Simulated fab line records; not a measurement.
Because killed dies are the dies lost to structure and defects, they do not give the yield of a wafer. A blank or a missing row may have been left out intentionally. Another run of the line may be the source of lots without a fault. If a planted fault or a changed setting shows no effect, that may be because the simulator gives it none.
Matching of chambers	flow n5-finfet	ald-metal-02 running N5_BEOL_M9_ALD_74: 3 sister chambers
The step deposits TaN, target thk 2 nm, pulse time 2 s, purge time 3 s. 18 wafers are shown with their chamber, then 8 later ones without.

WAFERS, EACH WITH ITS CHAMBER
wafer	chamber	heater-power-w (W)	precursor-vessel-temp-c (C)
L082.1	0	347	74.95
L082.2	2	447	74.95
L082.6	0	348	75.03
L081.2	2	444	75.11
L081.5	1	438	74.99
L081.6	2	443	75.05
L084.2	1	439	74.84
L084.4	0	345	74.90
L084.6	1	436	75.05
L086.1	1	439	74.94
L086.4	1	438	75.09
L086.6	0	348	75.21
L088.1	0	351	74.85
L088.3	2	442	74.74
L088.4	2	437	74.88
L087.1	2	443	75.05
L087.2	0	329	75.17
L087.3	1	427	75.16

SIGNATURES (averages over the wafers above)
reading	chamber 0	chamber 1	chamber 2	scatter within a chamber
heater-power-w	344.67	436.17	442.67	5.62
precursor-vessel-temp-c	75.0183	75.0117	74.9633	0.133
Rule: for each reading, subtract the chamber's mean from the wafer's reading, divide by that reading's scatter and square the result; add these up over the readings and take the root, which gives the wafer's distance from the chamber. The wafer belongs to the nearest chamber; if the next one is less than 2 further off, it can't be placed. The scatter: take each reading less its chamber's mean, square it, sum over the shown wafers, divide by the number of wafers less the number of chambers, and take the root.

WAFERS WHOSE CHAMBER IS MISSING
wafer	heater-power-w (W)	precursor-vessel-temp-c (C)
L092.1	450	75.16
L092.4	341	74.71
L092.5	436	75.08
L093.4	441	74.94
L093.6	349	75.04
L097.2	446	74.91
L097.3	435	75.08
L097.5	445	75.00

CHAMBER TAKEN BY EACH
wafer	from the rows above	in truth
L092.1	can't be placed: 2 or 1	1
L092.4	0	0
L092.5	can't be placed: 1 or 2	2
L093.4	can't be placed: 2 or 1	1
L093.6	0	0
L097.2	can't be placed: 2 or 1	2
L097.3	can't be placed: 1 or 2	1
L097.5	can't be placed: 2 or 1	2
Placed correctly: 2 of 8. These rows do not allow placing 6 (true chamber among the candidates in 6). Placed wrongly: 0.
